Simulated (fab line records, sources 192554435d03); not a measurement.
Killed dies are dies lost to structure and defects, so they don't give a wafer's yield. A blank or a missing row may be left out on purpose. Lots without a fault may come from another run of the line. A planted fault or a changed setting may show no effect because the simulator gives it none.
fab line records | flow n5_finfet
record lots=4 wafers=12 last_day=16
route steps=1938 shown BEOL_M1@771 BEOL_M4@1111 PASSIVATION@1936
lots that met no fault: from a run of the same line without faults
start_h: hours from the record's first day to the start of the lot's first wafer shown | wait_h: hours since the lot's step before | " the same as in the row above | L1.1+2: a row that stands for several wafers | - no value, or no start given | * or withheld: withheld | < > ~ a bound
route shown NAME@n: a module of which the file shows steps, and the number in the route of the first | usual: mean/standard deviation of fault-free wafers | same: alike in all rows | chamber/n: place in a boat | sites: the reading at each site | _std_site: their standard deviation | _edge_site: outer sites' mean less inner sites' | radius_mm: how far each site lies from the wafer's centre | mask NAME#n: copy n | behind: the tool/chamber that last shaped the wafer | hold: why the lot was held/for how many hours/how that ended | device: the transistor (n, p or np) that didn't switch | end of line: the same wafers' tests at the end of the route | a step without rows: its recipe alone | killed: dies lost to structure and defects at the first sort, not the wafer's yield | map: a wafer's dies, x killed, . not, _ none there
set.NAME: the setting as run; set.NAME@STEP: as run at that earlier step | model.NAME: the simulator's own value behind a step, which no gauge read
lots at some steps of the route; a table a step, a row a wafer
services: from which hour (start_h, from the record's first day; less than 0 if before it) a tool's chamber was out of use, for how many hours, and why
## steps
# step N5_BEOL_M1_STRIP_65
# recipe chemistry=N2/H2 temp_c=40 n2_flow_sccm=200 h2_flow_sccm=200 rf_frequency_hz=6e+07
# step N5_BEOL_M1_STRIP_75
# recipe chemistry=N2/H2 temp_c=40 n2_flow_sccm=200 h2_flow_sccm=200 rf_frequency_hz=6e+07
# step N5_BEOL_M1_STRIP_66
# recipe chemistry=CF4 resist=SiARC power_w=300 bias_power_w=75 pressure_mtorr=50 cf4_flow_sccm=150 rf_frequency_hz=6e+07
# step N5_BEOL_M1_HM_OPEN_17
# recipe chemistry=Cl2/BCl3 target_depth_a=200 overetch_a=60 target=TiN mask_material=SOC ion_energy_ev=150 pressure_mtorr=10 icp_w=1000 bias_w=126 Cl2_flow_sccm=53.25 bcl3_flow_sccm=21.75 Ar_flow_sccm=25
# step N5_BEOL_M1_STRIP_19
# recipe chemistry=O2 power_w=400 temp_c=40 pressure_mtorr=30 rf_frequency_hz=6e+07 bias_power_w=0 overash_fraction=0.2 o2_flow_sccm=225
# step N5_BEOL_M1_COAT_67
# recipe resist=SOC temp_c=250 time_s=60 spin_rpm=1500 resist_thk_nm=60
# step N5_BEOL_M1_COAT_68
# recipe resist=SiARC temp_c=220 time_s=60 spin_rpm=1500 resist_thk_nm=12
# step N5_BEOL_M1_COAT_76
# recipe resist=underlayer temp_c=205 time_s=60 spin_rpm=1500 resist_thk_nm=5
# step N5_BEOL_M1_COAT_22
# recipe resist=CAR-EUV spin_rpm=1500 resist_thk_nm=30
# step N5_BEOL_M1_EBR_24
# recipe solvent=PGMEA ebr_width_mm=1.5
# step N5_BEOL_M1_SOFTBAKE_23
# recipe temp_c=110 time_s=60 resist=CAR-EUV
# step N5_BEOL_M1_EXPOSE_25
# recipe mask_id=V0 na=0.33 source_shape=quasar sigma_inner=0.2 sigma_outer=0.8 polarization=unpolarized defocus_nm=5 target_cd_nm=24 dose_mj=63
# usual exposure_dose_mJ_cm2=63.02/0.075 reticle_temp_C=23.01/0.094
# columns lot.wafer tool chamber start_h wait_h mask exposure_dose_mJ_cm2 reticle_temp_C
L173.1 euv_scanner-01 0 173.05 - V0#0 62.93 22.99
L173.2 " 0 " " V0#0 62.90 22.94
L173.5 " 0 " " V0#0 62.88 23.04
L180.2 euv_scanner-01 0 216.95 - V0#0 67.52 22.92
L180.3 " 0 " " V0#0 67.70 22.88
L180.5 " 0 " " V0#0 67.73 22.92
L181.1 euv_scanner-01 0 228.40 - V0#0 67.62 23.11
L181.2 " 0 " " V0#0 67.71 23.04
L181.3 " 0 " " V0#0 67.62 23.00
L182.3 euv_scanner-02 0 234.78 - V0#0 63.08 22.93
L182.5 " 0 " " V0#0 63.04 22.98
L182.6 " 0 " " V0#0 63.03 22.95
# step N5_BEOL_M1_PEB_26
# recipe peb_temp_c=100 peb_time_s=60 resist=CAR-EUV
# step N5_BEOL_M1_DEVELOP_27
# recipe develop_time_s=30 developer=TMAH resist=CAR-EUV rinse_liquid=surfactant_rinse dry=air_spin dev_temp_c=23
# step N5_BEOL_M1_CD_MEAS_28
# recipe landing_energy_ev=500 detector=se_inlens target_cd_y_nm=23.3
# usual cd_nm=23.92/0.22
# columns lot.wafer tool chamber start_h wait_h cd_nm
L173.1 cd_sem-03 0 173.19 - 23.90
L173.2 " 0 " " 23.78
L173.5 " 0 " " 23.85
L180.2 cd_sem-01 0 217.09 - 25.73
L180.3 " 0 " " 25.73
L180.5 " 0 " " 25.59
L181.1 cd_sem-01 0 228.55 - 25.32
L181.2 " 0 " " 25.03
L181.3 " 0 " " 25.68
L182.3 cd_sem-02 0 234.91 - 23.78
L182.5 " 0 " " 23.92
L182.6 " 0 " " 23.74
# step N5_BEOL_M1_DESCUM_33
# recipe chemistry=O2 time_s=7 source_power_w=50 bias_power_w=20 pressure_mtorr=20 rf_frequency_hz=2.712e+07 temp_c=40 resist=CAR-EUV o2_flow_sccm=225
# step N5_BEOL_M1_ETCH_77
# recipe chemistry=N2/H2 target=underlayer target_depth_a=65 mask_material=CAR-EUV time_s=5.2 ion_energy_ev=200 pressure_mtorr=30 source_w=840 bias_w=150 n2_flow_sccm=200 h2_flow_sccm=200 ends=cleared
# step N5_BEOL_M1_ETCH_69
# recipe chemistry=CF4 target=SiARC target_depth_a=156 mask_material=CAR-EUV time_s=26 ion_energy_ev=80 pressure_mtorr=40 source_w=545 bias_w=36 Ar_flow_sccm=100 cf4_flow_sccm=100 ends=cleared
# step N5_BEOL_M1_ALD_98
# recipe material=SiO2 target_thk_a=25 temp_c=100 ald_precursor_family=BDEAS ald_co_reactant=O2-plasma pulse_time_s=1 co_reactant_pulse_time_s=1 purge_time_s=2 co_reactant_purge_time_s=2 ald_cycles=17 pressure_torr=2
# step N5_BEOL_M1_ETCHBACK_99
# recipe chemistry=CHF3 target=SiO2 target_depth_a=50 time_s=10.4 source_w=215 bias_w=47 Ar_flow_sccm=200 CHF3_flow_sccm=12 ion_energy_ev=100 pressure_mtorr=30
# step N5_BEOL_M1_ETCH_70
# recipe chemistry=N2/H2 target=SOC target_depth_a=800 overetch_a=160 mask_material=SiARC temp_c=40 time_s=120 ion_energy_ev=200 pressure_mtorr=30 source_w=840 bias_w=150 n2_flow_sccm=200 h2_flow_sccm=200
# step N5_BEOL_M1_STRIP_71
# recipe chemistry=N2/H2 temp_c=40 n2_flow_sccm=200 h2_flow_sccm=200 rf_frequency_hz=6e+07
# step N5_BEOL_M1_STRIP_78
# recipe chemistry=N2/H2 temp_c=40 n2_flow_sccm=200 h2_flow_sccm=200 rf_frequency_hz=6e+07
# step N5_BEOL_M1_VIA_ETCH_34
# recipe chemistry=C4F6/O2 target_depth_a=678 mask_material=SOC pressure_mtorr=15 ion_energy_ev=250 taper_deg=4 time_s=64.4 source_w=350 bias_w=170 Ar_flow_sccm=300 C4F6_flow_sccm=10 O2_flow_sccm=10
# usual drypump_motor_current_A=5.9/0.36 oes_product_au=0.78/0.089 rf_vpp_V=659/12 showerhead_plenum_p_Torr=2.85/0.093 throttle_valve_pct=30.78/0.23
# columns lot.wafer tool chamber start_h wait_h drypump_motor_current_A oes_product_au rf_hours_counter_h rf_vpp_V showerhead_plenum_p_Torr throttle_valve_pct model.BEOL_M1.cd_nm
L173.1 rie_diel-06 2 177.47 0.0 5.9 0.79 99 653 2.99 30.98 18
L173.2 " 3 " " 6.4 0.73 203 671 2.90 30.59 17.6
L173.5 " 0 " " 5.6 0.75 - 668 2.84 30.84 18
L180.2 rie_diel-02 3 221.87 0.0 5.6 0.96 4 649 2.89 30.64 20
L180.3 " 1 " " 6.4 0.91 33 639 2.81 30.87 19.6
L180.5 " 0 " " 5.6 0.70 - 657 2.71 30.63 19.6
L181.1 rie_diel-06 2 230.23 0.0 5.9 0.78 113 653 2.98 31.01 19.2
L181.2 " 1 " " 6.1 0.72 161 658 2.96 30.92 19
L181.3 " 3 " " 6.5 0.71 218 672 2.89 30.61 19.6
L182.3 rie_diel-06 3 238.27 0.0 6.4 0.70 222 672 2.89 30.60 17.8
L182.5 " 0 " " 5.6 0.74 - 667 2.83 30.86 18.4
L182.6 " 3 " " 6.4 0.70 - 672 2.89 30.60 17.8
# step N5_BEOL_M1_STRIP_83
# recipe chemistry=C4F6/O2 resist=SiARC rf_frequency_hz=6e+07
# step N5_BEOL_M4_RC_MEAS_101
# usual DIBL_N=36.3/1.7 DIBL_P=36.3/2.2 IOFF_N=0.16/0.034 IOFF_P=0.21/0.038 ION_N=673/13 ION_P=461/8.3 SS_N=71.5/0.55 SS_P=73.3/0.67 VT_N=250/3.4 VT_P=-251/3.5
# columns lot.wafer tool chamber start_h wait_h DIBL_N[mV/V] DIBL_P[mV/V] IOFF_N[nA/um] IOFF_P[nA/um] ION_N[uA/um] ION_P[uA/um] SS_N[mV/dec] SS_P[mV/dec] VT_N[mV] VT_P[mV]
L173.1 prober-01 0 213.31 0.0 36.6 36.1 0.16 0.25 689 476 71.6 73.4 252 -247
L173.2 " 0 " " 37.3 36.6 0.18 0.24 680 474 72.1 73.7 245 -247
L173.5 " 0 " " 36.4 35.5 0.16 0.24 687 476 72.0 73.6 247 -245
L180.2 prober-02 0 255.58 0.2 35.8 36.7 0.14 0.18 671 453 71.5 72.7 252 -255
L180.3 " 0 " " 37.8 38.7 0.18 0.20 681 454 71.6 73.4 247 -252
L180.5 " 0 " " 38.1 40.0 0.20 0.21 678 458 71.6 74.1 248 -252
L181.1 prober-02 0 268.22 0.0 36.8 35.0 0.15 0.15 673 452 71.6 73.1 249 -260
L181.2 " 0 " " 36.4 35.5 0.16 0.16 674 454 71.8 73.3 248 -258
L181.3 " 0 " " 35.0 34.0 0.13 0.14 663 449 70.6 72.8 253 -257
L182.3 prober-01 0 282.73 0.3 38.1 36.6 0.17 0.20 695 463 71.8 73.5 247 -251
L182.5 " 0 " " 38.7 36.5 0.16 0.19 667 455 71.9 72.9 252 -255
L182.6 " 0 " " 38.5 37.5 0.18 0.22 689 468 72.3 73.2 248 -251
# step N5_PASSIVATION_PROBE_49
# usual defect_limited_yield=91.4/1.6 killed_at_M0_to_M3=34/10 killed_at_M4_up=12/4.8 killed_at_contacts=11/6.2 killed_at_front_end=39/13 killed_at_other=4/3.1 killed_dies=101/19 killed_open=67/14 killed_short=32/8.3 sort_bin_5_function=5.0/1 sort_bin_6_memory=3.2/0.76 sort_n_pass=1079/19 sort_yield_pct=91.4/1.6
# same gross_dies=1180 killed_at_back_side=0 sort_bin_4_leakage[%]=0 sort_bin_8_speed[%]=0
# columns lot.wafer tool chamber start_h wait_h defect_limited_yield[%] killed_at_M0_to_M3 killed_at_M4_up killed_at_contacts killed_at_front_end killed_at_other killed_dies killed_open killed_short sort_bin_5_function[%] sort_bin_6_memory[%] sort_n_pass sort_yield_pct[%]
L173.1 prober-02 - 318.97 0.0 93.5 32 6 7 25 7 77 59 18 4.2 2.3 1103 93.5
L173.2 prober-02 - 319.02 0.1 93.6 26 7 3 32 8 76 58 18 3.6 2.7 1104 93.6
L173.5 prober-02 - 319.17 0.2 92.1 45 7 11 24 6 93 59 34 4.2 3.3 1087 92.1
L180.2 prober-02 - 352.39 0.1 94.2 20 6 8 27 7 68 45 18 2.8 2.5 1112 94.2
L180.5 prober-02 - 352.54 0.2 91.5 30 11 20 34 5 100 62 35 4.7 3.2 1080 91.5
L181.1 prober-02 - 376.72 0.0 92.0 38 11 4 39 2 94 61 32 5.0 2.7 1086 92.0
L181.2 prober-02 - 376.77 0.1 89.4 46 9 13 55 2 125 89 32 6.0 4.2 1055 89.4
L181.3 prober-02 - 376.82 0.1 91.0 46 14 8 32 6 106 73 32 6.1 2.6 1074 91.0
L182.3 prober-02 - 383.21 0.1 91.6 28 17 9 40 5 99 62 34 4.6 3.5 1081 91.6
L182.5 prober-02 - 383.31 0.2 92.4 28 12 8 39 3 90 64 25 4.7 2.7 1090 92.4
L182.6 prober-02 - 383.36 0.3 90.2 28 20 12 54 2 116 81 31 5.9 3.4 1064 90.2
# killed by level:class
L173.1 BEOL_M2:geometric_particle:open=7 MOL_CONTACT_COAG:geometric_particle:open=6 BEOL_M3:geometric_particle:open=6 STI_FIN_REVEAL:geometric_particle:open=5 BEOL_M0:geometric_particle:open=5 GATE_CUT:geometric_particle:open=4 STARTING-WAFER:geometric_particle:open=4 ILD0:geometric_particle:open=3
L173.2 STI_FIN_REVEAL:geometric_particle:open=8 BEOL_M1:geometric_particle:open=7 PAD_METAL:geometric_particle:open=7 FIN_SAQP:geometric_particle:open=5 BEOL_M1:geometric_particle:short=5 BEOL_M3:geometric_particle:open=5 BEOL_M0_SAQP:geometric_particle:open=3 MOL_CONTACT_COAG:geometric_particle:open=3
L173.5 BEOL_M0:geometric_particle:open=8 BEOL_M1:geometric_particle:open=8 MOL_CONTACT_COAG:geometric_particle:open=7 BEOL_M1:geometric_particle:short=6 BEOL_M2:geometric_particle:open=6 BEOL_M3:geometric_particle:open=5 FIN_SAQP:geometric_particle:short=4 MOL_CONTACT_COAG:geometric_particle:short=4
L180.2 FIN_SAQP:geometric_particle:open=7 MOL_CONTACT_COAG:geometric_particle:open=6 BEOL_M3:geometric_particle:open=5 PASS1_CAP:geometric_particle:open=5 FIN_SAQP:geometric_particle:short=4 STI_FIN_REVEAL:geometric_particle:open=4 ILD0:geometric_particle:short=4 BEOL_M1:geometric_particle:open=4
L180.5 MOL_CONTACT_COAG:geometric_particle:open=11 MOL_CONTACT_COAG:geometric_particle:short=9 BEOL_M1:geometric_particle:open=8 ILD0:geometric_particle:short=5 DUMMY_GATE:geometric_particle:open=5 BEOL_M0_SAQP:geometric_particle:short=5 BEOL_M4:geometric_particle:open=5 STARTING-WAFER:geometric_particle:open=5
L181.1 BEOL_M3:geometric_particle:open=9 BEOL_M0_SAQP:geometric_particle:open=8 BEOL_M0_SAQP:geometric_particle:short=8 FIN_SAQP:geometric_particle:open=6 STI_FIN_REVEAL:geometric_particle:open=6 DUMMY_GATE:geometric_particle:short=6 DUMMY_GATE:geometric_particle:open=5 BEOL_M4:geometric_particle:open=5
L181.2 STI_FIN_REVEAL:geometric_particle:open=15 MOL_CONTACT_COAG:geometric_particle:open=12 BEOL_M2:geometric_particle:open=10 FIN_SAQP:geometric_particle:open=8 BEOL_M3:geometric_particle:open=8 BEOL_M0_SAQP:geometric_particle:open=6 STARTING-WAFER:geometric_particle:open=6 STI_FIN_REVEAL:geometric_particle:short=5
L181.3 BEOL_M3:geometric_particle:open=11 FIN_SAQP:geometric_particle:open=10 BEOL_M0_SAQP:geometric_particle:short=9 BEOL_M0_SAQP:geometric_particle:open=9 MOL_CONTACT_COAG:geometric_particle:open=6 BEOL_M4:geometric_particle:open=6 BEOL_M2:geometric_particle:open=5 ILD0:geometric_particle:open=4
L182.3 FIN_SAQP:geometric_particle:short=9 BEOL_M1:geometric_particle:open=8 BEOL_M3:geometric_particle:open=7 MOL_CONTACT_COAG:geometric_particle:open=6 BEOL_M4:geometric_particle:open=6 FIN_SAQP:geometric_particle:open=5 BEOL_M0_SAQP:geometric_particle:short=5 STARTING-WAFER:geometric_particle:open=5
L182.5 FIN_SAQP:geometric_particle:open=10 BEOL_M0_SAQP:geometric_particle:short=9 BEOL_M0_SAQP:geometric_particle:open=9 STI_FIN_REVEAL:geometric_particle:open=8 MOL_CONTACT_COAG:geometric_particle:open=7 BEOL_M7:geometric_particle:open=7 FIN_SAQP:geometric_particle:short=5 BEOL_M3:geometric_particle:open=5
L182.6 FIN_SAQP:geometric_particle:open=17 MOL_CONTACT_COAG:geometric_particle:open=12 BEOL_M4:geometric_particle:open=12 STARTING-WAFER:geometric_particle:open=7 GATE_CUT:geometric_particle:short=7 BEOL_M3:geometric_particle:open=7 BEOL_M2:geometric_particle:open=6 FIN_SAQP:geometric_particle:short=5
## services
# columns tool chamber start_h hours kind
euv_scanner-02 - 151.29 1.0 pm
euv_scanner-01 - 156.17 1.0 pm
rie_diel-02 1 157.42 4.3 repair
euv_scanner-01 - 163.93 4.6 pm
euv_scanner-01 0 189.99 - calibration
rie_diel-02 3 191.24 - clean
rie_diel-02 3 191.24 - consumable_replace:focus_ring
rie_diel-02 3 191.24 21.9 scheduled_down
rie_diel-02 3 191.24 21.9 vent_cycle
euv_scanner-02 - 207.46 1.0 pm
euv_scanner-01 - 212.32 1.0 pm
## key
first_sign step=N5_BEOL_M1_EXPOSE_25 reading=exposure_dose_mJ_cm2 direction=up sigmas=62 usual=63.02 struck=67.65
effect step=N5_BEOL_M1_CD_MEAS_28 reading=cd_nm direction=up sigmas=7.1 usual=23.92 struck=25.51
model_effect step=N5_BEOL_M1_VIA_ETCH_34 value=BEOL_M1.cd_nm without=18.1 struck=19.5
met_at N5_BEOL_M1_EXPOSE_25
struck_wafers L180.2,L180.3,L180.5,L181.1,L181.2,L181.3
onset_between 173.05 216.95
fault kind=process_parameter_drift tool=euv_scanner-01 chamber=- onset_h=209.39 steps=N5_BEOL_M1_EXPOSE_25 channel=dose_mj offset=4.6789 shape=step acts_in=these_recipes_only stated=63
